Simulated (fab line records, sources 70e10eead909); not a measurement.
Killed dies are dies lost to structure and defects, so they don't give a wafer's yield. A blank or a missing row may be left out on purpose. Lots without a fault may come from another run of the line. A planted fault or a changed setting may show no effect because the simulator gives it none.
fab line records | flow nand_harc
record lots=11 wafers=33 last_day=33
route steps=1302 shown P_BONDPAD@369 END@1302
lots that met no fault: from a run of the same line without faults
start_h: hours from the record's first day to the start of the lot's first wafer shown | wait_h: hours since the lot's step before | " the same as in the row above | L1.1+2: a row that stands for several wafers | - no value, or no start given | * or withheld: withheld | < > ~ a bound
route shown NAME@n: a module of which the file shows steps, and the number in the route of the first | usual: mean/standard deviation of fault-free wafers | same: alike in all rows | chamber/n: place in a boat | sites: the reading at each site | _std_site: their standard deviation | _edge_site: outer sites' mean less inner sites' | radius_mm: how far each site lies from the wafer's centre | mask NAME#n: copy n | behind: the tool/chamber that last shaped the wafer | hold: why the lot was held/for how many hours/how that ended | device: the transistor (n, p or np) that didn't switch | end of line: the same wafers' tests at the end of the route | a step without rows: its recipe alone | killed: dies lost to structure and defects at the first sort, not the wafer's yield | map: a wafer's dies, x killed, . not, _ none there
set.NAME: the setting as run; set.NAME@STEP: as run at that earlier step | model.NAME: the simulator's own value behind a step, which no gauge read
steps of the route over a sample of lots; a table a step, a row a wafer
services: from which hour (start_h, from the record's first day; less than 0 if before it) a tool's chamber was out of use, for how many hours, and why
## steps
# step NHARC_P_BONDPAD_ETCH_12
# recipe target_depth_a=2000 time_s=100 chf3_flow_sccm=50 o2_flow_sccm=10 ar_flow_sccm=200 rf_w=500 bias_w=200 chemistry=CHF3/O2
# usual drypump_motor_current_A=5.8/0.35 oes_product_au=0.938/0.021 rf_vpp_V=372.4/2 run_length_s=121.3/0.39 showerhead_plenum_p_Torr=2.48/0.087 throttle_valve_pct=20.573/0.0096
# columns lot.wafer tool chamber start_h wait_h drypump_motor_current_A oes_product_au rf_hours_counter_h rf_vpp_V run_length_s showerhead_plenum_p_Torr throttle_valve_pct
L350.1 rie_diel-10 2 - - 5.7 0.910 3.1 374.7 121.3 2.58 20.566
L350.2 " 3 " " 6.0 0.913 3.1 373.7 121.1 2.50 20.567
L350.6 " 1 " " 5.9 0.921 - 372.0 121.4 2.41 20.577
L352.3 rie_diel-10 1 - - 5.9 0.962 0.0 371.9 121.4 2.41 20.586
L352.1 " 2 " " 5.8 0.948 0.0 375.8 121.5 2.58 20.564
L352.6 " 0 " " 6.0 0.972 - 373.5 121.1 2.53 20.568
L353.3 rie_diel-03 3 - - 5.9 0.974 7.4 373.4 121.3 2.51 20.576
L353.1 " 2 " " 5.4 0.970 7.6 367.7 121.3 2.28 20.577
L353.5 " 0 " " 5.0 0.973 - 374.4 120.9 2.56 20.588
L354.1 rie_diel-03 0 - - 5.0 0.931 8.6 373.9 121.0 2.56 20.569
L354.4 " 1 " " 5.8 0.933 8.0 372.9 121.7 2.54 20.568
L354.6 " 1 " " 5.8 0.929 - 374.2 121.8 2.54 20.584
L357.1 rie_diel-03 1 - - 5.8 0.977 0.0 374.0 122.4 2.54 20.591
L357.3 " 3 " " 5.9 0.967 0.0 371.1 122.0 2.51 20.560
L357.6 " 1 " " 5.9 0.974 - 372.1 121.8 2.54 20.563
L356.4 rie_diel-02 2 - - 6.1 0.928 5.8 373.7 121.5 2.51 20.570
L356.1 " 3 " " 6.1 0.939 4.8 371.7 121.1 2.43 20.570
L356.5 " 0 " " 6.0 0.933 - 373.3 120.4 2.52 20.583
L358.4 rie_diel-10 2 - - 5.7 0.913 1.6 375.5 121.5 2.58 20.569
L358.2 " 3 " " 6.0 0.913 1.2 373.2 121.2 2.50 20.564
L358.6 " 2 " " 5.8 0.900 - 374.5 122.1 2.58 20.582
L360.3 rie_diel-03 2 - - 5.4 0.919 0.9 367.3 121.2 2.28 20.571
L360.6 " 3 " " 5.9 0.939 - 372.4 121.3 2.51 20.557
L360.5 " 0 " " 5.0 0.929 - 374.4 121.0 2.56 20.579
L361.1 rie_diel-02 3 - - 6.1 0.929 8.2 371.1 121.1 2.43 20.573
L361.4 " 0 " " 6.0 0.913 7.8 373.8 120.5 2.52 20.575
L361.5 " 2 " " 6.1 0.927 - 373.3 121.4 2.51 20.570
L362.1 rie_diel-10 2 - - 5.8 0.907 2.6 373.8 121.8 2.58 20.567
L362.6 " 1 " " 6.0 0.923 - 372.8 121.5 2.41 20.577
L362.5 " 2 " " 5.8 0.900 - 372.8 121.3 2.58 20.591
L363.3 rie_diel-10 2 - - 5.8 0.898 2.7 372.8 121.4 2.58 20.581
L363.1 " 3 " " 6.0 0.910 2.3 372.5 121.0 2.50 20.567
L363.5 " 1 " " 6.0 0.938 - 369.8 121.6 2.41 20.583
# step NHARC_P_BONDPAD_STRIP_15
# recipe o2_flow_sccm=500 ar_flow_sccm=0 bias_w=0 chemistry=O2
# usual drypump_motor_current_A=5.8/0.33 oes_product_au=1.000/0.01 rf_vpp_V=58.1/0.81 showerhead_plenum_p_Torr=3.65/0.12 throttle_valve_pct=17.036/0.01
# columns lot.wafer tool chamber start_h wait_h drypump_motor_current_A oes_product_au rf_hours_counter_h rf_vpp_V showerhead_plenum_p_Torr throttle_valve_pct
L350.1 rie_diel-03 1 233.98 0.1 5.9 1.003 6.1 58.2 3.73 17.009
L350.2 " 2 " " 5.4 1.008 6.8 58.1 3.35 17.021
L350.6 " 0 " " 5.0 0.999 - 56.7 3.76 17.037
L352.3 rie_diel-03 2 253.47 0.1 5.4 1.000 7.5 56.5 3.35 17.026
L352.1 " 1 " " 5.9 1.008 6.7 58.7 3.73 17.040
L352.6 " 2 " " 5.4 1.005 - 57.1 3.35 17.048
L353.3 rie_diel-02 3 258.03 0.1 6.1 1.010 2.2 58.2 3.58 17.029
L353.1 " 0 " " 6.0 1.001 2.5 58.2 3.70 17.023
L353.5 " 3 " " 6.2 1.020 - 58.6 3.58 17.037
L354.1 rie_diel-10 1 277.52 0.1 5.9 0.996 0.7 58.0 3.55 17.049
L354.4 " 3 " " 6.0 0.991 0.5 57.6 3.67 17.022
L354.6 " 2 " " 5.8 0.995 - 58.3 3.78 17.033
L357.3 rie_diel-10 0 290.83 0.1 6.0 1.004 0.9 57.8 3.71 17.035
L357.1 " 2 " " 5.8 0.992 1.3 58.0 3.78 17.018
L357.6 " 1 " " 6.0 0.987 - 58.1 3.54 17.052
L356.4 rie_diel-02 0 291.89 0.1 6.0 1.000 4.8 57.1 3.70 17.046
L356.1 " 2 " " 6.1 1.006 5.8 58.3 3.68 17.028
L356.5 " 0 " " 6.1 0.997 - 59.3 3.70 17.047
L358.4 rie_diel-02 2 300.83 0.1 6.1 1.004 5.9 58.8 3.68 17.057
L358.2 " 1 " " 6.1 1.000 5.6 58.6 3.55 17.048
L358.6 " 3 " " 6.1 1.004 - 57.0 3.57 17.031
L360.3 rie_diel-10 1 321.29 0.1 6.0 0.989 2.0 59.2 3.54 17.036
L360.6 " 2 " " 5.8 0.986 - 59.4 3.78 17.042
L360.5 " 3 " " 6.0 0.973 - 58.1 3.67 17.047
L361.1 rie_diel-03 1 335.75 0.1 5.8 1.005 1.4 58.0 3.72 17.044
L361.4 " 2 " " 5.4 0.993 1.2 56.5 3.35 17.040
L361.5 " 0 " " 5.0 1.009 - 58.3 3.76 17.043
L362.1 rie_diel-03 3 346.31 0.1 5.9 1.003 2.3 58.5 3.68 17.019
L362.6 " 2 " " 5.4 0.990 - 57.6 3.35 17.034
L362.5 " 1 " " 5.8 1.021 - 58.2 3.72 17.029
L363.1 rie_diel-03 1 352.66 0.1 5.9 0.992 2.3 58.1 3.72 17.039
L363.3 " 0 " " 5.0 1.001 1.6 59.4 3.76 17.049
L363.5 " 1 " " 5.9 1.002 - 58.6 3.72 17.031
# step NHARC_P_BONDPAD_ETCH_24
# recipe target_depth_a=300 over_etch_frac=0.3 time_s=72.99 ion_energy_ev=150 cf4_flow_sccm=50 n2_flow_sccm=100 ar_flow_sccm=150 rf_w=300 bias_w=100 chemistry=CF4/N2
# usual drypump_motor_current_A=5.8/0.33 n2_flow_sccm=100.03/0.27 oes_product_au=0.998/0.012 rf_vpp_V=315.8/1.6 run_length_s=94.4/0.4 showerhead_plenum_p_Torr=2.72/0.088 throttle_valve_pct=19.794/0.0082
# same over_etch_frac=0.3
# columns lot.wafer tool chamber start_h wait_h drypump_motor_current_A n2_flow_sccm oes_product_au rf_hours_counter_h rf_vpp_V run_length_s showerhead_plenum_p_Torr throttle_valve_pct
L350.1 rie_diel-03 0 234.12 - 5.0 100.45 0.993 6.4 317.3 94.6 2.80 19.790
L350.2 " 1 " " 5.9 99.70 1.002 6.1 316.7 102.9 2.77 19.801
L350.6 " 0 " " 5.0 100.17 0.992 - 317.2 94.2 2.80 19.792
L352.1 rie_diel-03 3 253.62 - 6.0 99.54 1.013 7.3 315.3 94.3 2.74 19.786
L352.3 " 1 " " 5.8 99.69 1.019 6.7 316.0 103.5 2.77 19.784
L352.6 " 3 " " 6.0 99.73 1.003 - 316.6 94.4 2.74 19.813
L353.1 rie_diel-02 0 258.18 - 6.0 100.17 1.000 2.6 315.6 93.5 2.76 19.787
L353.3 " 1 " " 6.2 100.13 1.007 2.7 314.2 94.0 2.64 19.781
L353.5 " 0 " " 6.0 100.74 0.991 - 316.6 93.4 2.76 19.790
L354.1 rie_diel-10 3 277.68 - 6.0 99.75 0.979 0.6 316.1 94.1 2.73 19.789
L354.4 " 0 " " 6.0 100.30 0.989 0.5 315.9 94.4 2.76 19.782
L354.6 " 2 " " 5.7 100.24 0.986 - 317.1 95.2 2.82 19.796
L357.1 rie_diel-10 1 290.99 - 5.9 99.88 0.984 1.3 314.8 94.6 2.64 19.805
L357.3 " 2 " " 5.8 100.06 0.988 1.3 317.3 94.4 2.82 19.790
L357.6 " 1 " " 5.9 99.80 1.001 - 314.3 94.8 2.64 19.780
L356.4 rie_diel-02 0 292.04 - 6.0 100.47 1.004 4.8 315.7 94.1 2.76 19.785
L356.1 " 1 " " 6.1 100.02 1.005 5.5 314.0 94.4 2.64 19.798
L356.5 " 0 " " 6.0 100.28 1.011 - 315.7 93.4 2.76 19.805
L358.4 rie_diel-02 1 300.98 - 6.1 99.96 1.012 5.7 315.2 94.4 2.64 19.793
L358.2 " 2 " " 6.1 100.26 0.994 6.0 316.7 94.6 2.74 19.796
L358.6 " 1 " " 6.1 99.99 1.008 - 315.3 94.5 2.64 19.800
L360.3 rie_diel-10 2 321.40 - 5.8 100.18 0.981 2.0 317.0 94.8 2.82 19.795
L360.5 " 2 " " 5.8 100.10 0.975 - 316.2 94.6 2.82 19.788
L360.6 " 3 " " 6.0 100.08 0.977 - 316.0 94.1 2.73 19.799
L361.4 rie_diel-03 2 335.87 - 5.4 100.51 1.002 1.3 313.1 94.2 2.49 19.768
L361.1 " 3 " " 6.0 100.41 1.012 1.5 315.9 94.2 2.74 19.802
L361.5 " 3 " " 6.0 100.10 1.015 - 315.7 94.5 2.74 19.810
L362.1 rie_diel-03 3 346.49 0.2 6.0 100.12 1.007 2.3 318.9 94.6 2.74 19.794
L362.6 " 1 " " 5.9 99.86 1.010 - 316.0 95.0 2.77 19.791
L362.5 " 2 " " 5.4 99.91 0.999 - 312.1 94.8 2.49 19.792
L363.3 rie_diel-03 0 352.82 - 5.0 100.17 0.992 1.6 316.4 94.0 2.80 19.785
L363.1 " 1 " " 5.9 99.90 1.007 2.3 316.0 95.1 2.77 19.802
L363.5 " 0 " " 5.0 99.96 0.998 - 317.1 94.3 2.80 19.801
# step NHARC_P_BONDPAD_ANNEAL_28
# recipe temp_c=225 time_s=90
# usual wafer_temp_C_max=225.90/0.27
# columns lot.wafer tool chamber start_h wait_h wafer_temp_C_max
L350.1 rtp_anneal-01 0 235.25 0.3 226.05
L350.2 " 0 " " 226.11
L350.6 " 0 " " 226.05
L352.1 rtp_anneal-01 0 254.80 0.3 226.43
L352.3 " 0 " " 225.68
L352.6 " 0 " " 226.05
L353.1 rtp_anneal-01 0 259.36 0.3 226.15
L353.3 " 0 " " 225.87
L353.5 " 0 " " 226.39
L354.1 rtp_anneal-02 0 278.80 - 225.67
L354.4 " 0 " " 225.81
L354.6 " 0 " " 225.57
L357.1 rtp_anneal-02 0 292.12 - 225.90
L357.3 " 0 " " 225.84
L357.6 " 0 " " 225.80
L356.1 rtp_anneal-02 0 293.18 0.3 225.33
L356.4 " 0 " " 225.43
L356.5 " 0 " " 225.70
L358.2 rtp_anneal-01 0 302.39 0.4 226.05
L358.4 " 0 " " 225.77
L358.6 " 0 " " 226.03
L360.3 rtp_anneal-01 0 322.68 0.3 226.12
L360.5 " 0 " " 226.43
L360.6 " 0 " " 225.59
L361.1 rtp_anneal-01 0 337.00 - 226.01
L361.4 " 0 " " 226.22
L361.5 " 0 " " 225.51
L362.1 rtp_anneal-02 0 347.62 - 225.79
L362.5 " 0 " " 225.56
L362.6 " 0 " " 225.75
L363.1 rtp_anneal-02 0 353.94 - 225.90
L363.3 " 0 " " 225.82
L363.5 " 0 " " 226.26
# step NHARC_END_SORT_01
# recipe temp_c=25
# usual defect_limited_yield=91/3.2 killed_at_array=55/22 killed_at_other=1.1/1.4 killed_at_periphery=4/3.2 killed_dies=59/22 killed_open=3.3/1.8 killed_short=2.5/1.5
# same gross_dies=677
# columns lot.wafer tool chamber start_h wait_h defect_limited_yield[%] killed_at_array killed_at_other killed_at_periphery killed_dies killed_open killed_short
L353.1 prober-02 0 689.92 2.5 84 106 0 3 109 3 3
L353.3 prober-02 0 691.53 3.1 83 113 0 1 114 3 3
L353.5 prober-02 0 693.15 3.7 88 72 2 6 80 3 1
L354.4 prober-01 0 707.42 3.4 90 61 0 6 67 1 3
L356.1 prober-02 0 712.80 2.5 87 81 0 8 89 4 4
L356.4 prober-02 0 715.19 3.4 89 74 0 3 77 4 4
L356.5 prober-02 0 715.99 3.7 89 74 0 2 76 4 4
# killed by level:class
L353.1 A_SLIT:chamber_film_flake=42 A_CHANNEL_HOLE_D1:chamber_film_flake=30 A_CHANNEL_HOLE_D2:chamber_film_flake=21 A_STAIRCASE:chamber_film_flake=6 A_CONTACT:chamber_film_flake=2 P_M0:geometric_particle:open=1 P_BONDPAD:geometric_particle:open=1 A_ONON_D2:geometric_particle:short=1
L353.3 A_SLIT:chamber_film_flake=42 A_CHANNEL_HOLE_D1:chamber_film_flake=33 A_CHANNEL_HOLE_D2:chamber_film_flake=23 A_M1:chamber_film_flake=4 A_CONTACT:chamber_film_flake=3 A_WL_FILL:chamber_film_flake=2 P_M0:geometric_particle:short=1 A_CHANNEL_HOLE_D1:geometric_particle:open=1
L353.5 A_SLIT:chamber_film_flake=31 A_CHANNEL_HOLE_D1:chamber_film_flake=13 A_CHANNEL_HOLE_D2:chamber_film_flake=11 A_STAIRCASE:chamber_film_flake=5 A_ZERO_WELL:chamber_film_flake=3 A_CONTACT:chamber_film_flake=3 THIN_TSV:chamber_film_flake=2 A_WL_FILL:chamber_film_flake=2
L354.4 A_SLIT:chamber_film_flake=35 A_CHANNEL_HOLE_D1:chamber_film_flake=9 P_CONTACT:chamber_film_flake=4 A_CONTACT:chamber_film_flake=4 A_STAIRCASE:chamber_film_flake=3 P_ZERO_WELL:chamber_film_flake=2 A_ZERO_WELL:chamber_film_flake=2 A_CHANNEL_FILL_D1:chamber_film_flake=2
L356.1 A_SLIT:chamber_film_flake=31 A_CHANNEL_HOLE_D2:chamber_film_flake=21 A_CHANNEL_HOLE_D1:chamber_film_flake=10 P_GATE:chamber_film_flake=6 A_CHANNEL_FILL_D1:chamber_film_flake=4 A_STAIRCASE:chamber_film_flake=3 P_M2:chamber_film_flake=2 A_WL_FILL:chamber_film_flake=2
L356.4 A_SLIT:chamber_film_flake=30 A_CHANNEL_HOLE_D2:chamber_film_flake=20 A_CHANNEL_HOLE_D1:chamber_film_flake=14 P_CONTACT:geometric_particle:open=1 A_ONON_D1:geometric_particle:open=1 A_CHANNEL_FILL_D1:geometric_particle:open=1 A_ONON_D2:geometric_particle:short=1 A_CHANNEL_FILL_D2:geometric_particle:short=1
L356.5 A_SLIT:chamber_film_flake=26 A_CHANNEL_HOLE_D2:chamber_film_flake=21 A_CHANNEL_HOLE_D1:chamber_film_flake=12 A_CONTACT:chamber_film_flake=6 A_STAIRCASE:chamber_film_flake=2 P_M0:geometric_particle:open=1 A_ONON_D1:geometric_particle:short=1 A_SGD_CUT:geometric_particle:short=1
## services
# columns tool chamber start_h hours kind
rie_diel-03 0 211.31 - clean
rie_diel-03 1 211.31 - clean
rie_diel-03 2 211.31 - clean
rie_diel-03 3 211.31 - clean
rie_diel-02 - 216.70 9.0 pm
rie_diel-03 0 235.81 - clean
rie_diel-03 1 235.81 - clean
rie_diel-03 2 235.81 - clean
rie_diel-03 3 235.81 - clean
rie_diel-10 3 236.96 3.5 repair
rie_diel-10 - 242.50 9.0 pm
rie_diel-03 0 260.40 - clean
rie_diel-03 1 260.40 - clean
rie_diel-03 2 260.40 - clean
rie_diel-03 3 260.40 - clean
rie_diel-10 0 263.82 7.1 repair
rie_diel-02 1 270.43 9.6 repair
rie_diel-03 - 281.30 9.0 pm
rie_diel-03 0 281.30 9.0 vent_cycle
rie_diel-03 1 281.30 9.0 vent_cycle
rie_diel-03 2 281.30 9.0 vent_cycle
rie_diel-02 2 301.24 22.0 repair
rie_diel-03 0 339.03 10.0 repair
rie_diel-02 1 345.40 4.9 repair
## key
first_sign step=NHARC_P_BONDPAD_ETCH_24 reading=run_length_s direction=up sigmas=22 usual=* struck=*
effect none on later readings
met_at NHARC_P_BONDPAD_ETCH_24
struck_lots L350,L352
struck_wafers L350.2,L352.3
not_acting_at NHARC_P_BONDPAD_ETCH_12,NHARC_P_BONDPAD_STRIP_15,NHARC_P_BONDPAD_ANNEAL_28
fault kind=process_parameter_drift tool=rie_diel-03 chamber=1 onset_h=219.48 steps=NHARC_P_BONDPAD_ETCH_24 channel=time_s offset=* shape=step end_h=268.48 acts_in=* stated=*
